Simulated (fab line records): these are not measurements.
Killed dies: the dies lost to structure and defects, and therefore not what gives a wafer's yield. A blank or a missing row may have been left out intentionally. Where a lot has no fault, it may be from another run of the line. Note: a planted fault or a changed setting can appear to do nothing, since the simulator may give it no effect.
Matching of chambers ; flow n5Finfet ; N5_BEOL_M7_STRIP_36 on rieDiel-02: 4 sister chambers
The step strips in N2/H2. 24 wafers are shown with their chamber, then 12 later ones without.

== WAFERS WITH THEIR CHAMBER ==
wafer;chamber;drypumpMotorCurrentA (A);throttleValvePct (%);showerheadPlenumPTorr (Torr)
L074.1;2;6.1;23.66;2.57
L074.4;3;4.8;23.29;2.47
L074.6;1;6.4;23.75;2.69
L077.1;0;5.8;23.07;2.55
L077.4;3;4.7;23.33;2.46
L077.5;3;4.7;23.31;2.46
L082.1;3;4.7;23.33;2.46
L082.5;2;6.1;23.65;2.56
L082.6;3;4.7;23.34;2.46
L085.3;3;4.7;23.32;2.46
L085.4;1;6.4;23.74;2.68
L085.5;3;4.8;23.34;2.46
L089.3;2;6.1;23.64;2.56
L089.4;0;5.7;23.08;2.54
L089.6;2;6.1;23.68;2.56
L087.4;2;6.1;23.68;2.56
L087.5;3;4.7;23.37;2.46
L087.6;0;5.8;23.09;2.54
L088.1;0;5.8;23.09;2.54
L088.4;1;6.4;23.77;2.68
L088.6;3;4.7;23.32;2.45
L091.2;0;5.8;23.08;2.54
L091.3;1;6.4;23.78;2.68
L091.4;2;6.1;23.66;2.55

SIGNATURES, as means of the wafers listed above
reading;chamber 0;chamber 1;chamber 2;chamber 3;scatter within a chamber
drypumpMotorCurrentA;5.780;6.400;6.100;4.722;0.0343
throttleValvePct;23.0820;23.7600;23.6617;23.3278;0.0181
showerheadPlenumPTorr;2.5420;2.6825;2.5600;2.4600;0.00527
Rule: a wafer lies at a distance from a chamber equal to the root of the sum of squares, over the readings, of (its reading less the chamber's mean, divided by the reading's scatter). If the next closest chamber is less than 2 further off than the closest, the wafer can't be placed; otherwise it belongs to the closest. The scatter: the root of (the sum of the squares of (reading less its chamber's mean) over the shown wafers, divided by (wafers less chambers)).

== WAFERS WITHOUT THEIR CHAMBER ==
wafer;drypumpMotorCurrentA (A);throttleValvePct (%);showerheadPlenumPTorr (Torr)
L092.2;5.7;23.12;2.54
L092.4;4.7;23.33;2.45
L092.5;4.8;23.32;2.45
L093.2;5.8;23.15;2.54
L093.3;6.1;23.69;2.55
L093.4;4.7;23.35;2.45
L096.2;6.4;23.80;2.67
L096.4;5.8;23.13;2.53
L096.6;5.8;23.13;2.53
L097.1;6.4;23.79;2.67
L097.2;5.8;23.13;2.53
L097.5;5.8;23.12;2.53

== THE CHAMBER EACH PASSED THROUGH ==
wafer;from the rows above;in truth
L092.2;0;0
L092.4;3;3
L092.5;3;3
L093.2;0;0
L093.3;2;2
L093.4;3;3
L096.2;1;1
L096.4;0;0
L096.6;0;0
L097.1;1;1
L097.2;0;0
L097.5;0;0
Placed correctly: 12 of 12. Can't be placed from these rows: 0. Placed wrongly: 0.
